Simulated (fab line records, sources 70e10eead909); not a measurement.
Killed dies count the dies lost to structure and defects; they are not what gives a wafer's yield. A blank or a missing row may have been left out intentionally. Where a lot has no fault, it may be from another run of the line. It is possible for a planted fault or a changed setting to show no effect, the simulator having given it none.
Which tool was responsible? || flow nand harc || 12 lots with 36 wafers sampled at 5 steps, on a route of 1302 steps

WHAT EACH GAUGE READ, for each wafer
NHARC_A_BLC_INSPECT_28.
{"lot": "L529", "measured": "day 23 01:07", "on": "defect inspect-01", "raw defect count": "342 364 293"}
{"lot": "L528", "measured": "day 23 05:57", "on": "defect inspect-02", "raw defect count": "614 486 510"}
{"lot": "L530", "measured": "day 23 12:47", "on": "defect inspect-02", "raw defect count": "433 496 453"}
{"lot": "L531", "measured": "day 23 15:03", "on": "defect inspect-01", "raw defect count": "494 317 351"}
{"lot": "L535", "measured": "day 26 04:26", "on": "defect inspect-02", "raw defect count": "432 539 469"}
{"lot": "L538", "measured": "day 26 20:35", "on": "defect inspect-02", "raw defect count": "566 593 722"}
{"lot": "L539", "measured": "day 26 23:34", "on": "defect inspect-01", "raw defect count": "408 462 420"}
{"lot": "L537", "measured": "day 27 01:48", "on": "defect inspect-02", "raw defect count": "543 572 839"}
{"lot": "L542", "measured": "day 28 21:13", "on": "defect inspect-01", "raw defect count": "558 436 601"}
{"lot": "L545", "measured": "day 30 09:21", "on": "defect inspect-01", "raw defect count": "554 569 351"}
{"lot": "L546", "measured": "day 30 10:27", "on": "defect inspect-02", "raw defect count": "554 690 610"}
{"lot": "L548", "measured": "day 30 16:57", "on": "defect inspect-02", "raw defect count": "567 559 643"}

NHARC_A_M0_INSPECT_11.
{"lot": "L529", "measured": "day 23 02:01", "on": "defect inspect-01", "raw defect count": "23 29 16"}
{"lot": "L528", "measured": "day 23 06:51", "on": "defect inspect-01", "raw defect count": "52 38 57"}
{"lot": "L530", "measured": "day 23 13:49", "on": "defect inspect-02", "raw defect count": "149 170 126"}
{"lot": "L531", "measured": "day 23 15:58", "on": "defect inspect-01", "raw defect count": "65 50 57"}
{"lot": "L535", "measured": "day 26 05:20", "on": "defect inspect-02", "raw defect count": "154 171 181"}
{"lot": "L538", "measured": "day 26 21:37", "on": "defect inspect-02", "raw defect count": "131 134 114"}
{"lot": "L539", "measured": "day 27 00:36", "on": "defect inspect-01", "raw defect count": "122 121 123"}
{"lot": "L537", "measured": "day 27 02:50", "on": "defect inspect-01", "raw defect count": "88 105 92"}
{"lot": "L542", "measured": "day 28 22:14", "on": "defect inspect-01", "raw defect count": "83 101 106"}
{"lot": "L545", "measured": "day 30 10:22", "on": "defect inspect-01", "raw defect count": "80 84 75"}
{"lot": "L546", "measured": "day 30 11:28", "on": "defect inspect-01", "raw defect count": "137 150 145"}
{"lot": "L548", "measured": "day 30 17:59", "on": "defect inspect-01", "raw defect count": "87 89 92"}

NHARC_END_SORT_01.
{"lot": "L529", "measured": "day 24 17:45", "on": "prober-01", "defect limited yield (%)": "95.3 94.8 97.0", "killed at array": "28 26 16", "killed at other": "2 4 2", "killed at periphery": "2 5 2", "killed dies": "32 35 20", "killed open": "5 5 3", "killed short": "2 6 0", "sort_bin_2_pct (%)": "2.1 1.9 0.7", "sort_bin_3_pct (%)": "0.1 0.1 0.1", "sort_bin_4_pct (%)": "2.5 3.1 2.1", "sort n pass": "645 642 657", "sort rim yield pct (%)": "92 92 94", "sort yield pct (%)": "95.3 94.8 97.0"}
{"lot": "L528", "measured": "day 24 18:35", "on": "prober-02", "defect limited yield (%)": "94.8 95.7 93.8", "killed at array": "34 29 38", "killed at other": "0 0 1", "killed at periphery": "1 0 3", "killed dies": "35 29 42", "killed open": "4 2 4", "killed short": "1 2 2", "sort_bin_2_pct (%)": "0.7 1.9 1.5", "sort_bin_3_pct (%)": "0.3 0.3 0.3", "sort_bin_4_pct (%)": "4.1 2.1 4.4", "sort n pass": "642 648 635", "sort rim yield pct (%)": "89 92 90", "sort yield pct (%)": "94.8 95.7 93.8"}
{"lot": "L530", "measured": "day 25 05:41", "on": "prober-02", "defect limited yield (%)": "86.7 83.6 87.6", "killed at array": "89 107 79", "killed at other": "0 0 2", "killed at periphery": "1 4 3", "killed dies": "90 111 84", "killed open": "1 3 2", "killed short": "0 1 1", "sort_bin_2_pct (%)": "4.3 6.9 5.0", "sort_bin_3_pct (%)": "0.6 0.9 0.6", "sort_bin_4_pct (%)": "8.4 8.6 6.8", "sort n pass": "587 566 593", "sort rim yield pct (%)": "87 84 86", "sort yield pct (%)": "86.7 83.6 87.6"}
{"lot": "L531", "measured": "day 25 06:26", "on": "prober-01", "defect limited yield (%)": "94.5 93.9 92.8", "killed at array": "33 35 42", "killed at other": "1 2 2", "killed at periphery": "3 4 5", "killed dies": "37 41 49", "killed open": "1 4 6", "killed short": "4 0 2", "sort_bin_2_pct (%)": "1.5 2.8 2.1", "sort_bin_3_pct (%)": "0.7 0 0", "sort_bin_4_pct (%)": "3.2 3.2 5.2", "sort n pass": "640 636 628", "sort rim yield pct (%)": "89 84 84", "sort yield pct (%)": "94.5 93.9 92.8"}
{"lot": "L535", "measured": "day 27 20:59", "on": "prober-02", "defect limited yield (%)": "86.0 85.7 85.7", "killed at array": "88 94 89", "killed at other": "0 0 0", "killed at periphery": "7 3 8", "killed dies": "95 97 97", "killed open": "2 1 4", "killed short": "2 3 5", "sort_bin_2_pct (%)": "5.3 5.2 6.5", "sort_bin_3_pct (%)": "1.3 1.3 1.2", "sort_bin_4_pct (%)": "7.4 7.8 6.6", "sort n pass": "582 580 580", "sort rim yield pct (%)": "90 83 92", "sort yield pct (%)": "86.0 85.7 85.7"}
{"lot": "L538", "measured": "day 28 11:39", "on": "prober-02", "defect limited yield (%)": "87.7 87.7 88.2", "killed at array": "78 83 79", "killed at other": "0 0 0", "killed at periphery": "5 0 1", "killed dies": "83 83 80", "killed open": "6 4 6", "killed short": "5 2 1", "sort_bin_2_pct (%)": "4.0 4.7 3.4", "sort_bin_3_pct (%)": "1.2 1.0 1.0", "sort_bin_4_pct (%)": "7.1 6.5 7.4", "sort n pass": "594 594 597", "sort rim yield pct (%)": "87 88 89", "sort yield pct (%)": "87.7 87.7 88.2"}
{"lot": "L539", "measured": "day 28 19:29", "on": "prober-02", "defect limited yield (%)": "89.2 89.7 88.2", "killed at array": "71 70 80", "killed at other": "0 0 0", "killed at periphery": "2 0 0", "killed dies": "73 70 80", "killed open": "4 1 5", "killed short": "1 2 2", "sort_bin_2_pct (%)": "3.7 3.1 4.0", "sort_bin_3_pct (%)": "1.0 1.0 0.7", "sort_bin_4_pct (%)": "6.1 6.2 7.1", "sort n pass": "604 607 597", "sort rim yield pct (%)": "90 92 85", "sort yield pct (%)": "89.2 89.7 88.2"}
{"lot": "L537", "measured": "day 28 21:05", "on": "prober-01", "defect limited yield (%)": "94.1 90.4 93.2", "killed at array": "36 58 38", "killed at other": "1 3 0", "killed at periphery": "3 4 8", "killed dies": "40 65 46", "killed open": "3 4 6", "killed short": "3 4 1", "sort_bin_2_pct (%)": "2.2 3.5 3.1", "sort_bin_3_pct (%)": "0.6 0.3 0.9", "sort_bin_4_pct (%)": "3.1 5.8 2.8", "sort n pass": "637 612 631", "sort rim yield pct (%)": "88 89 87", "sort yield pct (%)": "94.1 90.4 93.2"}
{"lot": "L542", "measured": "day 30 15:17", "on": "prober-02", "defect limited yield (%)": "92.2 92.0 92.5", "killed at array": "51 52 46", "killed at other": "0 0 0", "killed at periphery": "2 2 5", "killed dies": "53 54 51", "killed open": "2 1 1", "killed short": "1 0 1", "sort_bin_2_pct (%)": "2.4 3.2 3.1", "sort_bin_3_pct (%)": "1.0 1.0 0.4", "sort_bin_4_pct (%)": "4.4 3.7 4.0", "sort n pass": "624 623 626", "sort rim yield pct (%)": "87 87 88", "sort yield pct (%)": "92.2 92.0 92.5"}
{"lot": "L545", "measured": "day 32 03:11", "on": "prober-02", "defect limited yield (%)": "93.2 92.0 93.8", "killed at array": "45 51 38", "killed at other": "0 2 0", "killed at periphery": "1 1 4", "killed dies": "46 54 42", "killed open": "1 1 3", "killed short": "2 1 4", "sort_bin_2_pct (%)": "1.9 3.2 1.8", "sort_bin_3_pct (%)": "0.9 0.7 0.7", "sort_bin_4_pct (%)": "4.0 4.0 3.7", "sort n pass": "631 623 635", "sort rim yield pct (%)": "85 92 91", "sort yield pct (%)": "93.2 92.0 93.8"}
{"lot": "L546", "measured": "day 32 03:55", "on": "prober-01", "defect limited yield (%)": "89.8 88.6 89.2", "killed at array": "66 68 69", "killed at other": "3 3 2", "killed at periphery": "0 6 2", "killed dies": "69 77 73", "killed open": "0 3 1", "killed short": "1 3 4", "sort_bin_2_pct (%)": "4.1 4.4 4.7", "sort_bin_3_pct (%)": "0.9 0.9 1.0", "sort_bin_4_pct (%)": "5.2 6.1 5.0", "sort n pass": "608 600 604", "sort rim yield pct (%)": "89 90 85", "sort yield pct (%)": "89.8 88.6 89.2"}
{"lot": "L548", "measured": "day 33 00:57", "on": "prober-02", "defect limited yield (%)": "93.6 91.7 92.6", "killed at array": "38 52 49", "killed at other": "0 0 0", "killed at periphery": "5 4 1", "killed dies": "43 56 50", "killed open": "5 4 5", "killed short": "2 2 3", "sort_bin_2_pct (%)": "2.7 3.4 2.8", "sort_bin_3_pct (%)": "0.3 0.4 0.6", "sort_bin_4_pct (%)": "3.4 4.4 4.0", "sort n pass": "634 621 627", "sort rim yield pct (%)": "87 85 86", "sort yield pct (%)": "93.6 91.7 92.6"}

WHICH TOOL RAN EACH LOT (tool, then ch and the chambers of the sampled wafers, then the start)
{"lot": "L529", "NHARC_A_BLC_STRIP_21": "rie diel-11 ch 0,2,3, day 22 23:19", "NHARC_A_M0_EXPOSE_06": "arfi scanner-03 ch 0, day 23 01:45"}
{"lot": "L528", "NHARC_A_BLC_STRIP_21": "rie diel-10 ch 0,2,3, day 23 04:09", "NHARC_A_M0_EXPOSE_06": "arfi scanner-03 ch 0, day 23 06:35"}
{"lot": "L530", "NHARC_A_BLC_STRIP_21": "rie diel-10 ch 0,1,3, day 23 10:59", "NHARC_A_M0_EXPOSE_06": "arfi scanner-02 ch 0, day 23 13:33"}
{"lot": "L531", "NHARC_A_BLC_STRIP_21": "rie diel-11 ch 0,1,2, day 23 13:16", "NHARC_A_M0_EXPOSE_06": "arfi scanner-02 ch 0, day 23 15:41"}
{"lot": "L535", "NHARC_A_BLC_STRIP_21": "rie diel-11 ch 0,2,3, day 26 02:37", "NHARC_A_M0_EXPOSE_06": "arfi scanner-03 ch 0, day 26 05:04"}
{"lot": "L538", "NHARC_A_BLC_STRIP_21": "rie diel-10 ch 0,2,3, day 26 18:49", "NHARC_A_M0_EXPOSE_06": "arfi scanner-01 ch 0, day 26 21:21"}
{"lot": "L539", "NHARC_A_BLC_STRIP_21": "rie diel-10 ch 1,2,3, day 26 21:47", "NHARC_A_M0_EXPOSE_06": "arfi scanner-02 ch 0, day 27 00:20"}
{"lot": "L537", "NHARC_A_BLC_STRIP_21": "rie diel-10 ch 0,1,3, day 26 23:59", "NHARC_A_M0_EXPOSE_06": "arfi scanner-03 ch 0, day 27 02:34"}
{"lot": "L542", "NHARC_A_BLC_STRIP_21": "rie diel-11 ch 1,2,3, day 28 19:26", "NHARC_A_M0_EXPOSE_06": "arfi scanner-01 ch 0, day 28 21:59"}
{"lot": "L545", "NHARC_A_BLC_STRIP_21": "rie diel-11 ch 1,2,3, day 30 07:34", "NHARC_A_M0_EXPOSE_06": "arfi scanner-01 ch 0, day 30 10:07"}
{"lot": "L546", "NHARC_A_BLC_STRIP_21": "rie diel-10 ch 2,3, day 30 08:10", "NHARC_A_M0_EXPOSE_06": "arfi scanner-02 ch 0, day 30 11:13"}
{"lot": "L548", "NHARC_A_BLC_STRIP_21": "rie diel-10 ch 2,3, day 30 14:40", "NHARC_A_M0_EXPOSE_06": "arfi scanner-01 ch 0, day 30 17:43"}
- NHARC_A_BLC_STRIP_21: strips in O2.
- NHARC_A_M0_EXPOSE_06: exposes mask A M0, target cd 80 nm.

WHAT THE TOOLS THEMSELVES READ (means of the sampled wafers that have a number; where no wafer has one, the mark that the record gives instead)
NHARC_A_BLC_STRIP_21.
{"lot": "L529", "tool": "rie diel-11", "drypump motor current A (A)": 5.6, "oes product au (a.u.)": 0.999, "rf vpp V (V)": 58.2, "showerhead plenum p Torr (Torr)": 3.48, "throttle valve pct (%)": 17.045}
{"lot": "L528", "tool": "rie diel-10", "drypump motor current A (A)": 6.0, "oes product au (a.u.)": 0.996, "rf vpp V (V)": 57.4, "showerhead plenum p Torr (Torr)": 3.61, "throttle valve pct (%)": 17.045}
{"lot": "L530", "tool": "rie diel-10", "drypump motor current A (A)": 6.0, "oes product au (a.u.)": 1.000, "rf vpp V (V)": 58.5, "showerhead plenum p Torr (Torr)": 3.58, "throttle valve pct (%)": 17.033}
{"lot": "L531", "tool": "rie diel-11", "drypump motor current A (A)": 5.7, "oes product au (a.u.)": 0.999, "rf vpp V (V)": 57.7, "showerhead plenum p Torr (Torr)": 3.48, "throttle valve pct (%)": 17.035}
{"lot": "L535", "tool": "rie diel-11", "drypump motor current A (A)": 5.6, "oes product au (a.u.)": 1.005, "rf vpp V (V)": 57.6, "showerhead plenum p Torr (Torr)": 3.48, "throttle valve pct (%)": 17.041}
{"lot": "L538", "tool": "rie diel-10", "drypump motor current A (A)": 6.0, "oes product au (a.u.)": 0.999, "rf vpp V (V)": 57.5, "showerhead plenum p Torr (Torr)": 3.61, "throttle valve pct (%)": 17.042}
{"lot": "L539", "tool": "rie diel-10", "drypump motor current A (A)": 6.2, "oes product au (a.u.)": 0.997, "rf vpp V (V)": 57.4, "showerhead plenum p Torr (Torr)": 3.47, "throttle valve pct (%)": 17.031}
{"lot": "L537", "tool": "rie diel-10", "drypump motor current A (A)": 6.0, "oes product au (a.u.)": 0.995, "rf vpp V (V)": 58.6, "showerhead plenum p Torr (Torr)": 3.58, "throttle valve pct (%)": 17.034}
{"lot": "L542", "tool": "rie diel-11", "drypump motor current A (A)": 5.8, "oes product au (a.u.)": 1.005, "rf vpp V (V)": 57.9, "showerhead plenum p Torr (Torr)": 3.43, "throttle valve pct (%)": 17.042}
{"lot": "L545", "tool": "rie diel-11", "drypump motor current A (A)": 5.8, "oes product au (a.u.)": 1.003, "rf vpp V (V)": 57.5, "showerhead plenum p Torr (Torr)": 3.43, "throttle valve pct (%)": 17.039}
{"lot": "L546", "tool": "rie diel-10", "drypump motor current A (A)": 6.3, "oes product au (a.u.)": 1.004, "rf vpp V (V)": 57.4, "showerhead plenum p Torr (Torr)": 3.55, "throttle valve pct (%)": 17.042}
{"lot": "L548", "tool": "rie diel-10", "drypump motor current A (A)": 6.3, "oes product au (a.u.)": 0.999, "rf vpp V (V)": 56.5, "showerhead plenum p Torr (Torr)": 3.55, "throttle valve pct (%)": 17.039}

NHARC_A_M0_EXPOSE_06.
{"lot": "L529", "tool": "arfi scanner-03", "exposure dose mJ cm2": 83.26}
{"lot": "L528", "tool": "arfi scanner-03", "exposure dose mJ cm2": 83.33}
{"lot": "L530", "tool": "arfi scanner-02", "exposure dose mJ cm2": 83.19}
{"lot": "L531", "tool": "arfi scanner-02", "exposure dose mJ cm2": 83.20}
{"lot": "L535", "tool": "arfi scanner-03", "exposure dose mJ cm2": 82.29}
{"lot": "L538", "tool": "arfi scanner-01", "exposure dose mJ cm2": 83.26}
{"lot": "L539", "tool": "arfi scanner-02", "exposure dose mJ cm2": 83.24}
{"lot": "L537", "tool": "arfi scanner-03", "exposure dose mJ cm2": 82.50}
{"lot": "L542", "tool": "arfi scanner-01", "exposure dose mJ cm2": 83.15}
{"lot": "L545", "tool": "arfi scanner-01", "exposure dose mJ cm2": 83.28}
{"lot": "L546", "tool": "arfi scanner-02", "exposure dose mJ cm2": 83.15}
{"lot": "L548", "tool": "arfi scanner-01", "exposure dose mJ cm2": 83.34}

THE ANSWER, worked out from the rows above alone
Rule: what is usual is taken from the lots themselves. Put in order of their means at a reading, lots are off if they are a third of the lots or fewer, leave a main group of 4 or more, and stand apart from it by a gap of 3 or more times the standard deviation of the main group's means; of several such gaps the widest counts. Not used: any main group whose means are identical at the precision the tables above print for the reading. Also off: a lot with no number at a reading for which 4 or more lots have one. The other lots that the step has rows for count as sound. Order of review: gauges by route order, followed by the tools' own readings, for which a lot's mean as printed above is used. The first step at which some lot is off is used, and at that step the reading that is off furthest; a lot without a number counts as furthest.
Off: L535, L537, at NHARC_A_M0_EXPOSE_06 (exposure dose mJ cm2). Main group: mean 83.24, sd 0.064.
A tool fits if, at that step or a process step before it, it ran every lot that is off, and no sound lot after the first of them. One fits: NHARC_A_M0_EXPOSE_06 on arfi scanner-03. Its last sound lot is L528 (day 23 06:35), its first lot that is off L535 (day 26 05:04): a fault that began between those two fits.
The tool's own readings at NHARC_A_M0_EXPOSE_06 bear it out: on the lots that are off they differ by more than 5 times the standard deviation of the sound lots' means. exposure dose mJ cm2 reads 82.40 there against 83.24 on the sound lots.

WHAT HAD BEEN PUT IN BY THE SIMULATOR
Process parameters drifting: arfi scanner-03 at NHARC_A_M0_EXPOSE_06, beginning at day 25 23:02. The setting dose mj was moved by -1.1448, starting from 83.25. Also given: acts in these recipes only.
Shown lots that were struck: L535, L537. The rule above reached the same finding.
